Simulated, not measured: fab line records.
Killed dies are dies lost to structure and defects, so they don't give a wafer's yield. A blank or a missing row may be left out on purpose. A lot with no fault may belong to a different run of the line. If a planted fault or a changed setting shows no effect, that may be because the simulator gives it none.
Matching of chambers ; flow nandHarc ; rieDiel-13 running NHARC_A_CONTACT_ETCH_88: 4 sister chambers
The step etches the open film in CF4, target depth 39 nm, time 65 s. 4 wafers are shown with their chamber, then 12 later ones without.

## WAFERS WITH THEIR CHAMBER
wafer;chamber;drypumpMotorCurrentA (A)
L086.3;0;5.8
L091.1;3;5.1
L091.2;1;6.1
L091.6;2;6.0

## WAFERS WHOSE CHAMBER IS MISSING
wafer;drypumpMotorCurrentA (A)
L088.2;6.1
L088.4;5.2
L088.5;5.8
L089.2;6.1
L089.4;5.8
L089.6;6.0
L096.1;5.8
L096.3;5.1
L096.6;5.1
L097.3;6.0
L097.4;5.1
L097.6;6.0

## WHICH CHAMBER EACH ONE RAN IN
wafer;from the rows above;in truth
L088.2;1;1
L088.4;3;3
L088.5;0;0
L089.2;1;1
L089.4;0;0
L089.6;2;2
L096.1;0;0
L096.3;3;3
L096.6;3;3
L097.3;2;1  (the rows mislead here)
L097.4;3;3
L097.6;2;2
11 of 12 placed correctly. Left unplaced by these rows: 0. Placed wrongly: 1.
How it was worked out, from the rows above alone: a wafer's distance from a chamber is the root of the sum, over the readings, of the square of ((its reading less the chamber's mean) divided by the reading's scatter). The wafer belongs to the nearest chamber; if the next one is less than 2 further off, it can't be placed. A chamber's mean is the mean of its shown wafers. The scatter (one wafer shown for each chamber): square how far every hidden wafer sits from the nearest shown wafer, average those squares and take the square root.
